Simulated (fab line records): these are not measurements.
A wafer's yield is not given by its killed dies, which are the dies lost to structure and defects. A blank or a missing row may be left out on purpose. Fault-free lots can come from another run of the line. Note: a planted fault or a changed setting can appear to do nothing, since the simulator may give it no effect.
fab line records ; flow n5_finfet
record: lots: 24; wafers: 72; last_day: 19
route steps=1938 shown DUMMY_GATE@257 SD_EPI_N@282 SD_EPI_P@316 ILD0@340
lots untouched by any fault: they come from a run of this same line in which no faults occurred
start_h: the number of hours between the record's first day and the start of the first shown wafer of the lot ; wait_h: time in hours since the lot's previous step ; " the same as in the row above ; L1.1+2: several wafers, shown together as one row ; - no value present, or no start provided ; * or withheld: withheld ; < > ~ a bound
route shown NAME@n: names a module that has steps shown in the file, with the first one's number in the route ; usual: mean and standard deviation over wafers with no fault ; same: alike in all rows ; chamber/n: place in a boat ; sites: per-site readings ; _std_site: the standard deviation of these ; _edge_site: outer sites' mean less inner sites' ; radius_mm: for every site, how far away it sits from the centre of the wafer ; mask NAME#n: copy n ; behind: the tool/chamber that last shaped the wafer ; hold: why the lot was held/for how many hours/how that ended ; device: the transistor (n, p or np) that didn't switch ; end of line: tests of these same wafers at the route's end ; for a step that has no rows: nothing shown but its recipe ; killed: at the first sort, the dies lost to defects and structure; wafer yield is something else ; map: a wafer's dies, marking killed ones x, the rest . and places with no die _
set.NAME: setting as actually run; set.NAME@STEP: the setting as run at that earlier step ; model.NAME: the simulator's own value behind a step, which no gauge read
a sample of lots followed through the steps of the route, with each step as a table and each wafer as a row
services: when a tool's chamber went out of use (start_h, in hours from the record's first day, below 0 if earlier), for how many hours, and the reason
== steps ==
step: N5_DUMMY_GATE_INSPECT_27
recipe: inspect_instrument: brightfield; mode: aei
usual: raw_defect_count: 288/71
lot.wafer;tool;chamber;start_h;wait_h;raw_defect_count
L074.2;defect_inspect-02;-;48.85;0.0;224
L074.3;defect_inspect-02;-;48.85;0.0;260
L074.5;defect_inspect-02;-;48.85;0.0;212
L075.3;defect_inspect-02;-;54.08;0.0;327
L075.5;defect_inspect-02;-;54.08;0.0;178
L075.6;defect_inspect-02;-;54.08;0.0;269
L076.2;defect_inspect-01;-;61.49;0.0;246
L076.4;defect_inspect-01;-;61.49;0.0;333
L076.5;defect_inspect-01;-;61.49;0.0;238
L077.2;defect_inspect-02;-;68.56;0.0;225
L077.4;defect_inspect-02;-;68.56;0.0;302
L077.5;defect_inspect-02;-;68.56;0.0;252
L078.1;defect_inspect-02;-;71.58;0.0;286
L078.3;defect_inspect-02;-;71.58;0.0;427
L078.5;defect_inspect-02;-;71.58;0.0;373
L079.3;defect_inspect-01;-;79.25;0.0;231
L079.4;defect_inspect-01;-;79.25;0.0;239
L079.6;defect_inspect-01;-;79.25;0.0;140
L080.1;defect_inspect-02;-;83.06;0.0;442
L080.3;defect_inspect-02;-;83.06;0.0;254
L080.4;defect_inspect-02;-;83.06;0.0;228
L081.1;defect_inspect-02;-;92.65;0.0;316
L081.2;defect_inspect-02;-;92.65;0.0;297
L081.5;defect_inspect-02;-;92.65;0.0;178
L082.1;defect_inspect-02;-;95.23;0.0;440
L082.3;defect_inspect-02;-;95.23;0.0;367
L082.4;defect_inspect-02;-;95.23;0.0;291
L083.1;defect_inspect-01;-;103.27;0.0;272
L083.3;defect_inspect-01;-;103.27;0.0;455
L083.6;defect_inspect-01;-;103.27;0.0;340
L084.1;defect_inspect-01;-;110.49;0.0;268
L084.3;defect_inspect-01;-;110.49;0.0;198
L084.4;defect_inspect-01;-;110.49;0.0;336
L085.3;defect_inspect-02;-;119.01;0.0;190
L085.4;defect_inspect-02;-;119.01;0.0;160
L085.6;defect_inspect-02;-;119.01;0.0;182
L086.1;defect_inspect-01;-;120.49;0.0;266
L086.2;defect_inspect-01;-;120.49;0.0;260
L086.6;defect_inspect-01;-;120.49;0.0;298
L087.3;defect_inspect-02;-;126.96;0.0;258
L087.5;defect_inspect-02;-;126.96;0.0;165
L087.6;defect_inspect-02;-;126.96;0.0;187
L088.1;defect_inspect-01;-;132.39;0.0;172
L088.3;defect_inspect-01;-;132.39;0.0;168
L088.5;defect_inspect-01;-;132.39;0.0;279
L089.3;defect_inspect-02;-;138.13;0.0;289
L089.5;defect_inspect-02;-;138.13;0.0;285
L089.6;defect_inspect-02;-;138.13;0.0;339
L090.1;defect_inspect-02;-;144.02;0.0;269
L090.2;defect_inspect-02;-;144.02;0.0;283
L090.4;defect_inspect-02;-;144.02;0.0;208
L091.1;defect_inspect-01;-;147.92;0.0;310
L091.2;defect_inspect-01;-;147.92;0.0;233
L091.4;defect_inspect-01;-;147.92;0.0;250
L092.1;defect_inspect-02;-;156.93;0.0;282
L092.2;defect_inspect-02;-;156.93;0.0;322
L092.6;defect_inspect-02;-;156.93;0.0;382
L093.1;defect_inspect-02;-;162.19;0.0;483
L093.3;defect_inspect-02;-;162.19;0.0;348
L093.6;defect_inspect-02;-;162.19;0.0;310
L094.1;defect_inspect-02;-;168.30;0.0;410
L094.3;defect_inspect-02;-;168.30;0.0;412
L094.4;defect_inspect-02;-;168.30;0.0;419
L095.1;defect_inspect-01;-;174.33;0.0;356
L095.2;defect_inspect-01;-;174.33;0.0;308
L095.5;defect_inspect-01;-;174.33;0.0;257
L097.2;defect_inspect-01;-;185.22;0.0;427
L097.5;defect_inspect-01;-;185.22;0.0;272
L097.6;defect_inspect-01;-;185.22;0.0;337
L096.1;defect_inspect-02;-;188.20;0.0;302
L096.5;defect_inspect-02;-;188.20;0.0;272
L096.6;defect_inspect-02;-;188.20;0.0;249
step: N5_SD_EPI_N_STRIP_38
recipe: chemistry: N2/H2; power_w: 1000; temp_c: 250; h2_frac: 0.65; overash_fraction: 0.3; pressure_mtorr: withheld; n2_flow_sccm: 1750; h2_flow_sccm: 3250
usual: drypump_motor_current_A: 5.9/0.5; heater_power_w: 348/40; oes_product_au: 0.761/0.012
lot.wafer;tool;chamber;start_h;wait_h;drypump_motor_current_A;heater_power_w;oes_product_au;rf_hours_counter_h
L074.2;plasma_asher-02;1;50.61;0.1;5.4;318;0.743;78
L074.3;plasma_asher-02;0;50.61;0.1;6.2;305;0.747;-
L074.5;plasma_asher-02;0;50.61;0.1;6.2;296;0.790;-
L075.3;plasma_asher-01;1;56.20;0.1;6.4;332;0.758;-
L075.5;plasma_asher-01;1;56.20;0.1;6.4;319;0.772;-
L075.6;plasma_asher-01;0;56.20;0.1;5.4;403;0.751;-
L076.2;plasma_asher-01;1;63.40;0.1;6.4;324;0.771;34
L076.4;plasma_asher-01;1;63.40;0.1;6.4;329;0.791;-
L076.5;plasma_asher-01;1;63.40;0.1;6.4;322;0.763;-
L077.2;plasma_asher-01;1;70.42;0.1;6.4;330;0.766;35
L077.4;plasma_asher-01;1;70.42;0.1;6.4;320;0.745;-
L077.5;plasma_asher-01;0;70.42;0.1;5.4;405;0.756;-
L078.1;plasma_asher-01;0;73.68;0.1;5.4;403;0.770;37
L078.3;plasma_asher-01;1;73.68;0.1;6.4;324;0.750;-
L078.5;plasma_asher-01;0;73.68;0.1;5.3;404;0.769;-
L079.3;plasma_asher-01;0;81.19;0.1;5.3;403;0.754;-
L079.4;plasma_asher-01;1;81.19;0.1;6.4;326;0.757;-
L079.6;plasma_asher-01;0;81.19;0.1;5.3;398;0.770;-
L080.1;plasma_asher-02;0;84.96;0.1;6.2;298;0.793;84
L080.3;plasma_asher-02;0;84.96;0.1;6.2;298;0.759;-
L080.4;plasma_asher-02;1;84.96;0.1;5.4;328;0.767;-
L081.1;plasma_asher-01;0;95.32;0.1;5.3;404;0.726;41
L081.2;plasma_asher-01;1;95.32;0.1;6.4;323;0.752;41
L081.5;plasma_asher-01;0;95.32;0.1;5.4;405;0.764;-
L082.1;plasma_asher-01;1;97.10;0.1;6.4;327;0.769;41
L082.3;plasma_asher-01;0;97.10;0.1;5.3;406;0.736;-
L082.4;plasma_asher-01;1;97.10;0.1;6.4;325;0.751;-
L083.1;plasma_asher-02;1;105.18;0.1;5.4;326;0.760;88
L083.3;plasma_asher-02;0;105.18;0.1;6.2;295;0.776;-
L083.6;plasma_asher-02;0;105.18;0.1;6.2;307;0.770;-
L084.1;plasma_asher-01;0;112.52;0.1;5.3;415;0.781;46
L084.3;plasma_asher-01;0;112.52;0.1;5.3;398;0.751;-
L084.4;plasma_asher-01;1;112.52;0.1;6.4;334;0.777;-
L085.3;plasma_asher-01;0;120.90;0.1;5.4;407;0.776;-
L085.4;plasma_asher-01;1;120.90;0.1;6.4;327;0.765;-
L085.6;plasma_asher-01;1;120.90;0.1;6.4;321;0.772;-
L086.1;plasma_asher-01;1;122.43;0.1;6.4;327;0.754;48
L086.2;plasma_asher-01;0;122.43;0.1;5.3;398;0.769;48
L086.6;plasma_asher-01;1;122.43;0.1;6.4;328;0.781;-
L087.3;plasma_asher-01;1;128.84;0.1;6.4;340;0.761;-
L087.5;plasma_asher-01;1;128.84;0.1;6.4;329;0.779;-
L087.6;plasma_asher-01;0;128.84;0.1;5.3;396;0.741;-
L088.1;plasma_asher-02;1;134.26;0.1;5.4;324;0.757;93
L088.3;plasma_asher-02;1;134.26;0.1;5.4;329;0.758;-
L088.5;plasma_asher-02;1;134.26;0.1;5.4;326;0.766;-
L089.3;plasma_asher-02;0;140.24;0.1;6.2;308;0.758;-
L089.5;plasma_asher-02;0;140.24;0.1;6.2;304;0.748;-
L089.6;plasma_asher-02;1;140.24;0.1;5.5;321;0.771;-
L090.1;plasma_asher-01;1;145.84;0.1;6.4;333;0.757;52
L090.2;plasma_asher-01;0;145.84;0.1;5.3;399;0.773;52
L090.4;plasma_asher-01;1;145.84;0.1;6.4;326;0.769;-
L091.1;plasma_asher-01;0;150.04;0.1;5.3;406;0.768;52
L091.2;plasma_asher-01;1;150.04;0.1;6.4;320;0.783;52
L091.4;plasma_asher-01;1;150.04;0.1;6.4;324;0.764;-
L092.1;plasma_asher-01;0;158.84;0.1;5.4;390;0.768;54
L092.2;plasma_asher-01;1;158.84;0.1;6.4;322;0.761;54
L092.6;plasma_asher-01;0;158.84;0.1;5.4;400;0.756;-
L093.1;plasma_asher-01;1;164.07;0.1;6.4;322;0.764;55
L093.3;plasma_asher-01;1;164.07;0.1;6.4;324;0.759;-
L093.6;plasma_asher-01;0;164.07;0.1;5.3;393;0.764;-
L094.1;plasma_asher-01;1;170.08;0.1;6.4;330;0.764;56
L094.3;plasma_asher-01;0;170.08;0.1;5.3;392;0.759;-
L094.4;plasma_asher-01;1;170.08;0.1;6.4;331;0.743;-
L095.1;plasma_asher-02;0;176.52;0.1;6.2;297;0.765;102
L095.2;plasma_asher-02;1;176.52;0.1;5.4;316;0.747;102
L095.5;plasma_asher-02;1;176.52;0.1;5.4;332;0.769;-
L097.2;plasma_asher-02;0;189.00;0.1;6.2;307;0.767;104
L097.5;plasma_asher-02;0;189.00;0.1;6.2;306;0.744;-
L097.6;plasma_asher-02;1;189.00;0.1;5.4;326;0.765;-
L096.1;plasma_asher-01;0;190.07;0.1;5.3;405;0.768;60
L096.5;plasma_asher-01;1;190.07;0.1;6.4;328;0.772;-
L096.6;plasma_asher-01;0;190.07;0.1;5.4;391;0.752;-
step: N5_SD_EPI_N_INSPECT_26
recipe: inspect_instrument: darkfield; mode: post_epi
usual: raw_defect_count: 194/35
lot.wafer;tool;chamber;start_h;wait_h;raw_defect_count
L074.2;defect_inspect-01;-;54.51;0.1;195
L074.3;defect_inspect-01;-;54.51;0.1;193
L074.5;defect_inspect-01;-;54.51;0.1;113
L075.3;defect_inspect-02;-;60.09;0.1;181
L075.5;defect_inspect-02;-;60.09;0.1;173
L075.6;defect_inspect-02;-;60.09;0.1;244
L076.2;defect_inspect-01;-;67.30;0.1;166
L076.4;defect_inspect-01;-;67.30;0.1;196
L076.5;defect_inspect-01;-;67.30;0.1;174
L077.2;defect_inspect-01;-;74.32;0.1;153
L077.4;defect_inspect-01;-;74.32;0.1;193
L077.5;defect_inspect-01;-;74.32;0.1;175
L078.1;defect_inspect-01;-;78.62;0.1;176
L078.3;defect_inspect-01;-;78.62;0.1;201
L078.5;defect_inspect-01;-;78.62;0.1;188
L079.3;defect_inspect-01;-;84.86;0.2;178
L079.4;defect_inspect-01;-;84.86;0.2;189
L079.6;defect_inspect-01;-;84.86;0.2;146
L080.1;defect_inspect-01;-;89.85;0.1;253
L080.3;defect_inspect-01;-;89.85;0.1;178
L080.4;defect_inspect-01;-;89.85;0.1;146
L081.1;defect_inspect-02;-;98.49;0.1;210
L081.2;defect_inspect-02;-;98.49;0.1;210
L081.5;defect_inspect-02;-;98.49;0.1;137
L082.1;defect_inspect-01;-;101.99;0.1;258
L082.3;defect_inspect-01;-;101.99;0.1;220
L082.4;defect_inspect-01;-;101.99;0.1;148
L083.1;defect_inspect-01;-;108.34;0.1;158
L083.3;defect_inspect-01;-;108.34;0.1;261
L083.6;defect_inspect-01;-;108.34;0.1;200
L084.1;defect_inspect-01;-;115.68;0.1;221
L084.3;defect_inspect-01;-;115.68;0.1;184
L084.4;defect_inspect-01;-;115.68;0.1;202
L086.1;defect_inspect-02;-;125.59;0.1;165
L086.2;defect_inspect-02;-;125.59;0.1;191
L086.6;defect_inspect-02;-;125.59;0.1;237
L085.3;defect_inspect-01;-;125.81;0.1;128
L085.4;defect_inspect-01;-;125.81;0.1;145
L085.6;defect_inspect-01;-;125.81;0.1;170
L087.3;defect_inspect-01;-;131.99;0.1;180
L087.5;defect_inspect-01;-;131.99;0.1;126
L087.6;defect_inspect-01;-;131.99;0.1;170
L088.1;defect_inspect-02;-;137.48;0.1;129
L088.3;defect_inspect-02;-;137.48;0.1;166
L088.5;defect_inspect-02;-;137.48;0.1;220
L089.3;defect_inspect-02;-;143.43;0.1;175
L089.5;defect_inspect-02;-;143.43;0.1;163
L089.6;defect_inspect-02;-;143.43;0.1;196
L090.1;defect_inspect-02;-;149.00;0.1;224
L090.2;defect_inspect-02;-;149.00;0.1;193
L090.4;defect_inspect-02;-;149.00;0.1;211
L091.1;defect_inspect-02;-;153.22;0.1;213
L091.2;defect_inspect-02;-;153.22;0.1;189
L091.4;defect_inspect-02;-;153.22;0.1;175
L092.1;defect_inspect-02;-;162.02;0.1;222
L092.2;defect_inspect-02;-;162.02;0.1;221
L092.6;defect_inspect-02;-;162.02;0.1;238
L093.1;defect_inspect-02;-;167.27;0.1;230
L093.3;defect_inspect-02;-;167.27;0.1;190
L093.6;defect_inspect-02;-;167.27;0.1;157
L094.1;defect_inspect-02;-;173.39;0.2;280
L094.3;defect_inspect-02;-;173.39;0.2;258
L094.4;defect_inspect-02;-;173.39;0.2;267
L095.1;defect_inspect-02;-;179.94;0.2;212
L095.2;defect_inspect-02;-;179.94;0.2;201
L095.5;defect_inspect-02;-;179.94;0.2;164
L097.2;defect_inspect-01;-;192.16;0.1;233
L097.5;defect_inspect-01;-;192.16;0.1;191
L097.6;defect_inspect-01;-;192.16;0.1;190
L096.1;defect_inspect-01;-;193.32;0.1;186
L096.5;defect_inspect-01;-;193.32;0.1;178
L096.6;defect_inspect-01;-;193.32;0.1;184
step: N5_SD_EPI_P_STRIP_40
recipe: chemistry: N2/H2; power_w: 1000; temp_c: 250; h2_frac: 0.65; overash_fraction: 0.3; pressure_mtorr: withheld; n2_flow_sccm: 1750; h2_flow_sccm: 3250
usual: drypump_motor_current_A: 5.8/0.46; heater_power_w: 336/37; oes_product_au: 0.762/0.011
lot.wafer;tool;chamber;start_h;wait_h;drypump_motor_current_A;heater_power_w;oes_product_au;rf_hours_counter_h
L074.2;plasma_asher-02;1;55.71;0.0;5.4;331;0.768;79
L074.3;plasma_asher-02;0;55.71;0.0;6.2;300;0.763;-
L074.5;plasma_asher-02;0;55.71;0.0;6.2;296;0.759;-
L075.3;plasma_asher-01;1;61.53;0.2;6.4;324;0.763;-
L075.5;plasma_asher-01;1;61.53;0.2;6.4;326;0.769;-
L075.6;plasma_asher-01;0;61.53;0.2;5.4;401;0.774;-
L076.2;plasma_asher-02;1;68.73;0.0;5.4;316;0.771;81
L076.4;plasma_asher-02;1;68.73;0.0;5.4;326;0.768;-
L076.5;plasma_asher-02;0;68.73;0.0;6.2;297;0.764;-
L077.2;plasma_asher-01;0;75.53;0.0;5.3;401;0.771;37
L077.4;plasma_asher-01;1;75.53;0.0;6.4;328;0.754;-
L077.5;plasma_asher-01;0;75.53;0.0;5.3;392;0.761;-
L078.1;plasma_asher-02;1;79.94;0.0;5.4;323;0.762;84
L078.3;plasma_asher-02;0;79.94;0.0;6.2;303;0.756;-
L078.5;plasma_asher-02;0;79.94;0.0;6.2;303;0.742;-
L079.3;plasma_asher-02;1;86.23;0.0;5.4;323;0.764;-
L079.4;plasma_asher-02;0;86.23;0.0;6.2;298;0.786;-
L079.6;plasma_asher-02;1;86.23;0.0;5.4;330;0.764;-
L080.1;plasma_asher-02;1;91.17;0.0;5.4;326;0.764;85
L080.3;plasma_asher-02;0;91.17;0.0;6.2;302;0.770;-
L080.4;plasma_asher-02;1;91.17;0.0;5.4;325;0.762;-
L081.1;plasma_asher-02;0;99.68;0.0;6.2;304;0.776;87
L081.2;plasma_asher-02;1;99.68;0.0;5.4;320;0.760;87
L081.5;plasma_asher-02;1;99.68;0.0;5.4;333;0.761;-
L082.1;plasma_asher-02;1;103.31;0.0;5.4;325;0.740;87
L082.3;plasma_asher-02;0;103.31;0.0;6.2;308;0.771;-
L082.4;plasma_asher-02;1;103.31;0.0;5.4;331;0.786;-
L083.1;plasma_asher-01;0;109.66;0.0;5.3;402;0.750;45
L083.3;plasma_asher-01;1;109.66;0.0;6.4;332;0.759;-
L083.6;plasma_asher-01;0;109.66;0.0;5.4;391;0.755;-
L084.1;plasma_asher-02;1;117.06;0.0;5.4;326;0.752;90
L084.3;plasma_asher-02;1;117.06;0.0;5.4;335;0.783;-
L084.4;plasma_asher-02;0;117.06;0.0;6.2;296;0.754;-
L086.1;plasma_asher-01;1;126.78;0.0;6.4;333;0.774;48
L086.2;plasma_asher-01;0;126.78;0.0;5.3;397;0.753;48
L086.6;plasma_asher-01;0;126.78;0.0;5.3;402;0.756;-
L085.3;plasma_asher-01;1;127.78;0.0;6.4;317;0.773;-
L085.4;plasma_asher-01;0;127.78;0.0;5.3;404;0.767;-
L085.6;plasma_asher-01;1;127.78;0.0;6.4;330;0.768;-
L087.3;plasma_asher-02;1;133.20;0.0;5.5;331;0.767;-
L087.5;plasma_asher-02;1;133.20;0.0;5.4;323;0.762;-
L087.6;plasma_asher-02;0;133.20;0.0;6.2;305;0.766;-
L088.1;plasma_asher-02;1;138.83;0.0;5.4;316;0.779;94
L088.3;plasma_asher-02;1;138.83;0.0;5.4;314;0.764;-
L088.5;plasma_asher-02;1;138.83;0.0;5.4;325;0.765;-
L089.3;plasma_asher-01;1;145.23;0.0;6.4;335;0.760;-
L089.5;plasma_asher-01;1;145.23;0.0;6.4;332;0.763;-
L089.6;plasma_asher-01;0;145.23;0.0;5.4;394;0.785;-
L090.1;plasma_asher-02;0;150.32;0.0;6.2;300;0.753;95
L090.2;plasma_asher-02;1;150.32;0.0;5.4;318;0.767;95
L090.4;plasma_asher-02;1;150.32;0.0;5.4;324;0.729;-
L091.1;plasma_asher-02;0;154.42;0.0;6.2;302;0.747;97
L091.2;plasma_asher-02;1;154.42;0.0;5.4;321;0.750;97
L091.4;plasma_asher-02;0;154.42;0.0;6.2;297;0.752;-
L092.1;plasma_asher-01;0;163.45;0.0;5.3;389;0.747;55
L092.2;plasma_asher-01;1;163.45;0.0;6.4;325;0.755;55
L092.6;plasma_asher-01;0;163.45;0.0;5.4;391;0.785;-
L093.1;plasma_asher-01;0;168.46;0.0;5.3;398;0.766;56
L093.3;plasma_asher-01;0;168.46;0.0;5.3;400;0.775;-
L093.6;plasma_asher-01;0;168.46;0.0;5.3;396;0.768;-
L094.1;plasma_asher-01;1;174.60;0.0;6.4;325;0.749;57
L094.3;plasma_asher-01;0;174.60;0.0;5.4;398;0.772;-
L094.4;plasma_asher-01;1;174.60;0.0;6.4;328;0.767;-
L095.1;plasma_asher-01;0;182.13;0.0;5.3;410;0.779;59
L095.2;plasma_asher-01;1;182.13;0.0;6.4;325;0.752;59
L095.5;plasma_asher-01;0;182.13;0.0;5.3;409;0.733;-
L097.2;plasma_asher-01;0;193.59;0.0;5.4;411;0.755;61
L097.5;plasma_asher-01;0;193.59;0.0;5.3;397;0.736;-
L097.6;plasma_asher-01;1;193.59;0.0;6.4;322;0.755;-
L096.1;plasma_asher-02;1;194.76;0.0;5.4;324;0.771;106
L096.5;plasma_asher-02;0;194.76;0.0;6.2;302;0.771;-
L096.6;plasma_asher-02;1;194.76;0.0;5.4;329;0.769;-
step: N5_ILD0_CMP_07
recipe: stop_on: poly-Si; material: SiO2_flowable; t_overpolish_s: 1.18; post_cmp_clean: alkaline_brush; down_force_psi: 4.1491; platen_rpm: 51.796; pad_velocity_m_s: 1.0306; target_thk_nm: 138.88
usual: motor_current_A: 12.7/1
lot.wafer;tool;chamber;start_h;wait_h;motor_current_A
L074.3;cmp-02;3;62.98;0.1;13.3
L074.2;cmp-02;0;62.98;0.1;12.8
L074.5;cmp-02;3;62.98;0.1;14.1
L075.3;cmp-03;0;67.99;0.0;11.8
L075.6;cmp-03;0;67.99;0.0;12.4
L075.5;cmp-03;1;67.99;0.0;13.8
L076.2;cmp-03;3;77.15;0.1;13.1
L076.4;cmp-03;0;77.15;0.1;11.5
L076.5;cmp-03;1;77.15;0.1;14.6
L077.4;cmp-03;0;81.99;0.1;11.7
L077.2;cmp-03;1;81.99;0.1;13.5
L077.5;cmp-03;2;81.99;0.1;12.1
L078.1;cmp-01;0;87.23;0.1;13.2
L078.3;cmp-01;1;87.23;0.1;12.4
L078.5;cmp-01;2;87.23;0.1;13.5
L079.3;cmp-01;2;92.79;0.0;12.7
L079.4;cmp-01;1;92.79;0.0;12.4
L079.6;cmp-01;2;92.79;0.0;13.8
L080.1;cmp-01;0;98.17;0.1;13.4
L080.3;cmp-01;1;98.17;0.1;12.3
L080.4;cmp-01;2;98.17;0.1;13.3
L081.2;cmp-02;0;106.24;0.1;12.7
L081.1;cmp-02;1;106.24;0.1;12.4
L081.5;cmp-02;2;106.24;0.1;10.1
L082.4;cmp-02;0;110.98;0.0;12.9
L082.3;cmp-02;1;110.98;0.0;11.8
L082.1;cmp-02;3;110.98;0.0;13.3
L083.3;cmp-02;3;116.86;0.0;13.6
L083.1;cmp-02;2;116.86;0.0;11.0
L083.6;cmp-02;3;116.86;0.0;13.4
L084.4;cmp-02;0;125.44;0.1;13.2
L084.3;cmp-02;1;125.44;0.1;12.3
L084.1;cmp-02;2;125.44;0.1;10.3
L086.1;cmp-01;3;134.03;0.1;12.1
L086.2;cmp-01;1;134.03;0.1;11.9
L086.6;cmp-01;3;134.03;0.1;11.8
L085.4;cmp-01;3;137.64;0.1;12.2
L085.3;cmp-01;0;137.64;0.1;13.2
L085.6;cmp-01;2;137.64;0.1;13.4
L087.3;cmp-03;0;140.50;0.1;12.2
L087.5;cmp-03;2;140.50;0.1;11.7
L087.6;cmp-03;3;140.50;0.1;13.5
L088.1;cmp-03;1;146.24;0.0;13.5
L088.3;cmp-03;2;146.24;0.0;12.1
L088.5;cmp-03;2;146.24;0.0;11.5
L089.3;cmp-01;0;152.49;0.1;13.7
L089.6;cmp-01;2;152.49;0.1;12.6
L089.5;cmp-01;3;152.49;0.1;11.8
L090.1;cmp-01;3;157.59;0.1;12.2
L090.2;cmp-01;0;157.59;0.1;13.6
L090.4;cmp-01;1;157.59;0.1;11.7
L091.4;cmp-02;0;161.34;0.0;13.1
L091.2;cmp-02;2;161.34;0.0;10.6
L091.1;cmp-02;3;161.34;0.0;13.1
L092.2;cmp-03;0;170.05;0.1;11.6
L092.1;cmp-03;1;170.05;0.1;13.8
L092.6;cmp-03;3;170.05;0.1;14.3
L093.3;cmp-02;3;174.91;0.1;13.9
L093.1;cmp-02;0;174.91;0.1;13.4
L093.6;cmp-02;1;174.91;0.1;11.8
L094.4;cmp-03;3;181.92;0.1;13.1
L094.3;cmp-03;0;181.92;0.1;11.8
L094.1;cmp-03;1;181.92;0.1;13.9
L095.2;cmp-03;2;188.50;0.0;12.4
L095.1;cmp-03;3;188.50;0.0;14.0
L095.5;cmp-03;2;188.50;0.0;12.5
L097.2;cmp-03;3;200.45;0.1;13.6
L097.5;cmp-03;0;200.45;0.1;11.6
L097.6;cmp-03;1;200.45;0.1;13.6
L096.1;cmp-01;3;201.19;0.1;12.0
L096.5;cmp-01;2;201.19;0.1;13.3
L096.6;cmp-01;3;201.19;0.1;11.8
step: N5_ILD0_CMP_12
recipe: stop_on: poly-Si; material: SiNx; t_overpolish_s: 6; post_cmp_clean: alkaline_brush; down_force_psi: 2.5; platen_rpm: 51.8; pad_velocity_m_s: 1.0307; target_thk_nm: 17.67
usual: motor_current_A: 9.2/0.77; overpolish_run_s: 5.999/0.0089; time_to_endpoint_s: 29.4/2.5
lot.wafer;tool;chamber;start_h;wait_h;motor_current_A;overpolish_run_s;time_to_endpoint_s
L074.3;cmp-03;2;66.36;1.1;8.5;6.002;27.0
L074.2;cmp-03;0;66.36;1.1;8.4;6.008;25.8
L074.5;cmp-03;2;66.36;1.1;8.8;5.993;27.8
L075.3;cmp-02;0;72.52;1.2;9.4;6.000;26.3
L075.6;cmp-02;2;72.52;1.2;7.6;6.003;27.5
L075.5;cmp-02;3;72.52;1.2;9.3;6.007;29.8
L076.4;cmp-02;0;80.30;1.1;9.2;6.011;30.1
L076.2;cmp-02;1;80.30;1.1;9.3;6.002;28.9
L076.5;cmp-02;1;80.30;1.1;8.8;5.987;26.5
L077.4;cmp-02;3;85.17;1.2;9.7;6.000;29.7
L077.2;cmp-02;1;85.17;1.2;8.6;5.997;29.8
L077.5;cmp-02;2;85.17;1.2;7.4;6.001;29.0
L078.1;cmp-03;0;90.40;1.2;8.6;6.008;24.4
L078.3;cmp-03;1;90.40;1.2;10.4;6.011;24.8
L078.5;cmp-03;0;90.40;1.2;8.8;5.977;26.5
L079.4;cmp-02;0;96.06;1.2;9.6;5.979;27.7
L079.3;cmp-02;2;96.06;1.2;7.6;6.017;29.1
L079.6;cmp-02;3;96.06;1.2;9.7;5.999;31.4
L080.3;cmp-01;3;101.34;1.1;8.6;6.003;32.5
L080.1;cmp-01;0;101.34;1.1;9.7;5.989;29.0
L080.4;cmp-01;1;101.34;1.1;8.8;6.004;31.6
L081.1;cmp-01;2;109.41;1.2;10.1;5.984;34.3
L081.2;cmp-01;0;109.41;1.2;9.8;6.004;31.6
L081.5;cmp-01;1;109.41;1.2;9.2;6.003;31.0
L082.1;cmp-02;0;114.20;1.1;9.0;5.994;31.8
L082.3;cmp-02;1;114.20;1.1;8.5;5.994;32.2
L082.4;cmp-02;3;114.20;1.1;10.5;6.009;28.7
L083.3;cmp-01;2;120.16;1.1;10.0;6.009;28.8
L083.1;cmp-01;0;120.16;1.1;9.4;5.993;25.7
L083.6;cmp-01;2;120.16;1.1;9.7;5.996;28.8
L084.1;cmp-01;3;128.61;1.1;8.6;5.991;33.6
L084.4;cmp-01;1;128.61;1.1;8.9;6.001;29.7
L084.3;cmp-01;2;128.61;1.1;9.6;6.000;32.8
L086.1;cmp-03;2;137.20;1.1;8.5;6.011;27.3
L086.2;cmp-03;0;137.20;1.1;9.0;5.996;26.7
L086.6;cmp-03;3;137.20;1.1;10.3;6.006;27.0
L085.3;cmp-01;2;140.81;1.1;9.6;5.987;31.3
L085.4;cmp-01;0;140.81;1.1;10.0;6.007;33.6
L085.6;cmp-01;3;140.81;1.1;8.4;5.988;32.7
L087.3;cmp-02;1;143.79;1.2;9.3;6.026;31.4
L087.6;cmp-02;2;143.79;1.2;8.1;5.993;32.7
L087.5;cmp-02;3;143.79;1.2;10.1;5.995;32.3
L088.1;cmp-02;2;149.46;1.1;8.0;5.989;31.9
L088.3;cmp-02;3;149.46;1.1;9.7;5.997;33.2
L088.5;cmp-02;3;149.46;1.1;9.7;5.996;34.9
L089.3;cmp-02;1;155.75;1.2;8.7;6.003;29.8
L089.5;cmp-02;2;155.75;1.2;7.8;5.988;26.3
L089.6;cmp-02;3;155.75;1.2;9.8;6.002;32.3
L090.1;cmp-01;2;161.23;1.1;9.3;5.992;31.1
L090.4;cmp-01;3;161.23;1.1;8.6;5.992;32.2
L090.2;cmp-01;1;161.23;1.1;9.0;6.008;29.5
L091.1;cmp-01;2;164.55;1.1;9.8;5.989;34.7
L091.4;cmp-01;3;164.55;1.1;9.3;6.005;30.2
L091.2;cmp-01;1;164.55;1.1;8.5;6.002;31.0
L092.1;cmp-01;3;173.30;1.2;8.6;5.994;26.6
L092.2;cmp-01;0;173.30;1.2;9.7;5.991;27.2
L092.6;cmp-01;1;173.30;1.2;9.3;6.008;27.2
L093.3;cmp-02;3;178.16;1.1;10.5;6.000;32.0
L093.1;cmp-02;2;178.16;1.1;7.8;6.003;29.9
L093.6;cmp-02;0;178.16;1.1;9.0;5.992;27.6
L094.3;cmp-02;0;185.61;1.1;9.7;5.992;28.2
L094.1;cmp-02;1;185.61;1.1;9.0;5.989;30.4
L094.4;cmp-02;3;185.61;1.1;9.9;6.003;29.2
L095.2;cmp-02;1;192.15;1.2;9.0;6.014;27.7
L095.1;cmp-02;2;192.15;1.2;7.6;6.016;26.0
L095.5;cmp-02;1;192.15;1.2;8.9;6.005;26.6
L097.2;cmp-01;1;203.55;1.1;9.0;5.991;27.9
L097.5;cmp-01;1;203.55;1.1;9.1;5.990;28.7
L097.6;cmp-01;2;203.55;1.1;10.1;5.998;28.2
L096.1;cmp-03;2;204.44;1.2;8.6;5.986;28.3
L096.6;cmp-03;0;204.44;1.2;8.3;6.003;25.3
L096.5;cmp-03;1;204.44;1.2;10.1;6.002;25.9
== services ==
tool;chamber;start_h;hours;kind
plasma_asher-02;-;59.06;3.3;repair
cmp-03;-;59.58;1.1;repair
cmp-03;-;68.29;3.6;pm
cmp-03;-;85.84;4.0;pm
cmp-02;-;87.05;4.0;pm
cmp-03;-;89.84;-;consumable_replace:conditioner
cmp-03;-;89.84;-;consumable_replace:pad
cmp-02;-;91.05;-;consumable_replace:conditioner
cmp-02;-;91.05;-;consumable_replace:pad
plasma_asher-02;-;120.39;0.9;repair
cmp-03;-;125.10;0.6;repair
cmp-03;-;143.16;0.8;repair
cmp-01;-;144.48;7.2;repair
cmp-02;-;152.35;3.2;pm
cmp-02;-;170.30;4.3;repair
cmp-01;-;181.22;2.8;repair
cmp-02;-;190.68;1.4;repair
== key ==
fault none
